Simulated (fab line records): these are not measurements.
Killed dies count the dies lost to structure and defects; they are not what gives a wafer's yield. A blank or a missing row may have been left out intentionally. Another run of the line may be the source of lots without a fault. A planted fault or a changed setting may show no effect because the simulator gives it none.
Split-lot experiment	flow n5-finfet	21 wafers read across 7 lots, on a route 1938 steps long

== SPLIT DETAILS ==
At N5_ZERO_LAYER_COAT_05 (resist thk 1000 nm), the setting spin-rpm was moved away from the recipe's 1500 rpm on 3 of the 21 wafers read, by -3.3% to +7.5%. All remaining wafers had this setting at the recipe value.

== FROM THE SPLIT TO THE READING: what the file shows between them, 5 steps ==
- N5_ZERO_LAYER_EXPOSE_08: exposes mask ZERO, defocus 0 nm, target cd 2000 nm (also split here: dose-mj)
- N5_ZERO_LAYER_DEVELOP_10: develop time 60 s (also split here: develop-time-s)
- N5_ZERO_LAYER_HARDBAKE_23: time 120 s
- N5_ZERO_LAYER_CD_MEAS_11: target cd 2000 nm
- N5_ZERO_LAYER_DESCUM_16: chemistry O2, time 7.9 s

== THE READING ==
coat_of_ZERO_LAYER_COAT_05.thk-nm (the simulator's own value, which no gauge read), in nm, at N5_ZERO_LAYER_ETCH_17 (etches SiO2 in CF4, target depth 12 nm, time 13.3 s). The file gives no usual value for it. Across the 18 wafers here that went through the recipe, the average is 972.3 nm and the standard deviation 3.5 nm.

wafer	tool, chamber at the split	spin-rpm as run, rpm	against the recipe	coat_of_ZERO_LAYER_COAT_05.thk-nm, nm	against lot-mates on the recipe
L076.1	litho-track-01, 0	1500	recipe	974.9	-
L076.2	litho-track-01, 0	1613	+7.5%	938.3	-36.0
L076.4	litho-track-01, 0	1500	recipe	973.8	-
L079.2	litho-track-05, 0	1500	recipe	974.2	-
L079.5	litho-track-05, 0	1500	recipe	976.9	-
L079.6	litho-track-05, 0	1500	recipe	974.3	-
L080.1	litho-track-01, 0	1500	recipe	972	-
L080.4	litho-track-01, 0	1500	recipe	971.9	-
L080.6	litho-track-01, 0	1500	recipe	973.8	-
L092.4	litho-track-04, 0	1500	recipe	976.9	-
L092.5	litho-track-04, 0	1500	recipe	973.1	-
L092.6	litho-track-04, 0	1500	recipe	975.3	-
L093.2	litho-track-05, 0	1500	recipe	968.5	-
L093.3	litho-track-05, 0	1500	recipe	969	-
L093.4	litho-track-05, 0	1500	recipe	963.2	-
L094.4	litho-track-01, 0	1500	recipe	973.1	-
L094.5	litho-track-01, 0	1500	recipe	970.3	-
L094.6	litho-track-01, 0	1500	recipe	974.5	-
L096.1	litho-track-05, 0	1450	-3.3%	982.9	+16.3
L096.2	litho-track-05, 0	1450	-3.3%	980.8	+14.2
L096.4	litho-track-05, 0	1500	recipe	966.6	-

THE FIT
A straight line over all 21 wafers: coat_of_ZERO_LAYER_COAT_05.thk-nm changes by -4.04 nm for each +1% of spin-rpm; r = -0.91; the points scatter about the line by 3.7 nm.
The same after taking each lot's own level away (the mean of its wafers on the recipe; 21 wafers): -4.73 nm for each +1%; r = -0.99; scatter 1.6 nm.
That fit puts the effect of the largest move of spin-rpm on the reading at 36 nm.
From 966.60 to 975.13 nm: that is the span of the lots' own levels, equal to 2.4 times the standard deviation above.
Thus the slope moves with the lot-to-lot level: the two fits are different.
Check: for one of the wafers moved furthest among these (+7.5%), held out of the fit, the line's prediction against its lot-mates is -34.5 nm. Against them it came out at -36 nm.

== THE OTHER SPLITS THESE WAFERS WENT THROUGH ==
Other splits were also applied to these wafers ahead of the reading. Each is held against what the fit with the lots' levels taken away leaves over:
other split on the same wafers	wafers away from the commonest value	r with coat_of_ZERO_LAYER_COAT_05.thk-nm (lot level and that fit taken away)
N5_ZERO_LAYER_PECVD_02 time-s	6	+0.26
N5_ZERO_LAYER_EXPOSE_08 dose-mj	4	+0.07
N5_ZERO_LAYER_DEVELOP_10 develop-time-s	4	+0.09

== THE WHOLE CHAIN: every reading that the file lists as answering this split, in the file's order ==
step	what it does	reading	change (the file's fit)	r (the file's)
N5_ZERO_LAYER_COAT_05	resist thk 1000 nm	coat_of_ZERO_LAYER_COAT_05.thk-nm (the simulator's own value, which no gauge read)	-4.71 nm for each +1% of the setting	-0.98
N5_ZERO_LAYER_ETCH_17	etches SiO2 in CF4, target depth 12 nm, time 13.3 s	coat_of_ZERO_LAYER_COAT_05.thk-nm (the simulator's own value, which no gauge read)	-4.75 nm for each +1% of the setting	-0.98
N5_ZERO_LAYER_STRIP_24	strips in O2	strip-time-to-endpoint-s	withheld for each +1% of the setting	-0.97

== FILE'S OWN FIT ==
coat_of_ZERO_LAYER_COAT_05.thk-nm changes by -4.75 nm for each +1% of spin-rpm, r = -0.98.
